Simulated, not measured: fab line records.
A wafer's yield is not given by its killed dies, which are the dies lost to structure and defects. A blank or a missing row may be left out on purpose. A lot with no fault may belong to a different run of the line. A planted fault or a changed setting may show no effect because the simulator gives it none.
Lot-split experiment ; flow n5-finfet ; route with 1938 steps; 7 lots, 21 wafers read

== THE SPLIT ==
At N5_SD_EPI_P_EXPOSE_06 (exposes mask SD P BLK, target cd 240 nm), the setting dose-mj was moved away from the recipe's 39.5 on 6 of the 21 wafers read, by -6.5% to +4.1%. This setting was run at the recipe's value on the other wafers.

== FROM THE SPLIT TO THE READING: what the file shows between them, 2 steps ==
- N5_SD_EPI_P_PEB_07: peb time 60 s
- N5_SD_EPI_P_DEVELOP_08: develop time 30 s

== THE READING ==
cd-nm at N5_SD_EPI_P_CD_MEAS_09, given in nm (cd target 240 nm). Fault-free wafers of this fab line usually give 240.4 nm, standard deviation 0.8 nm.

wafer;tool, chamber at the split;dose-mj as run;against the recipe;cd-nm, nm;against lot-mates on the recipe
L074.1;arfi-scanner-02, 0;39.5;recipe;241.7;-
L074.2;arfi-scanner-02, 0;39.5;recipe;242.2;-
L074.5;arfi-scanner-02, 0;39.5;recipe;242.3;-
L082.2;arfi-scanner-03, 0;39.5;recipe;240.0;-
L082.5;arfi-scanner-03, 0;38.54;-2.4%;237.9;-2.2
L082.6;arfi-scanner-03, 0;39.5;recipe;240.2;-
L084.4;arfi-scanner-03, 0;39.5;recipe;239.7;-
L084.5;arfi-scanner-03, 0;36.93;-6.5%;236.5;-3.5
L084.6;arfi-scanner-03, 0;39.5;recipe;240.3;-
L086.1;arfi-scanner-01, 0;39.5;recipe;238.6;-
L086.4;arfi-scanner-01, 0;37.66;-4.7%;236.8;-1.8
L086.5;arfi-scanner-01, 0;37.66;-4.7%;235.9;-2.7
L091.1;arfi-scanner-02, 0;41.11;+4.1%;241.8;+1.7
L091.4;arfi-scanner-02, 0;41.11;+4.1%;242.8;+2.7
L091.5;arfi-scanner-02, 0;39.5;recipe;240.1;-
L092.3;arfi-scanner-02, 0;39.5;recipe;241.1;-
L092.5;arfi-scanner-02, 0;39.5;recipe;240.8;-
L092.6;arfi-scanner-02, 0;39.5;recipe;240.3;-
L093.3;arfi-scanner-03, 0;39.5;recipe;241.6;-
L093.4;arfi-scanner-03, 0;39.5;recipe;241.2;-
L093.6;arfi-scanner-03, 0;39.5;recipe;241.0;-

THE FIT
A straight line over all 21 wafers: cd-nm changes by +0.683 nm for each +1% of dose-mj; r = +0.86; the points scatter about the line by 1 nm.
The same after taking each lot's own level away (the mean of its wafers on the recipe; 21 wafers): +0.535 nm for each +1%; r = +0.96; scatter 0.38 nm.
On that fit, the largest move of dose-mj shifts the reading by 3.5 nm.
Across the lots, their own levels run from 238.60 to 242.07 nm, a range of 4.3 times the standard deviation given above.
So the lot-to-lot level changes the slope: the two fits differ.
Check: -3.5 nm against its lot-mates is what the line predicts for one of the wafers moved furthest among these (-6.5%) when that wafer is left out of the fit. Against them it came out at -3.5 nm.

== OTHER SPLITS ON THESE WAFERS ==
These wafers also went through other splits before the reading. Each is held against what the fit with the lots' levels taken away leaves over:
other split on the same wafers;wafers away from the commonest value;r with cd-nm (lot level and that fit taken away)
N5_PMOS_HMC_CHANNEL_EPI_PEB_07 peb-temp-c;5;-0.24
N5_PMOS_HMC_CHANNEL_EPI_DEVELOP_08 develop-time-s;5;+0.05
N5_FIN_SAQP_SPACER1_ALD_24 temp-c;9;-0.14
N5_DUMMY_GATE_COAT_28 spin-rpm;9;-0.21
N5_DUMMY_GATE_EXPOSE_12 dose-mj;3;+0.09

== THE WHOLE CHAIN: every reading that the file lists as answering this split, in the file's order ==
step;what it does;reading;change (the file's fit);r (the file's)
N5_SD_EPI_P_CD_MEAS_09;target cd 240 nm;cd-nm;+0.549 nm for each +1% of the setting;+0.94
N5_SD_EPI_P_DESCUM_14;chemistry O2, time 7.9 s;SD_EPI_P.cd-nm (the simulator's own value, which no gauge read);+0.636 nm for each +1% of the setting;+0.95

== THE FILE'S OWN FIT ==
cd-nm changes by +0.549 nm for each +1% of dose-mj, r = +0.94.
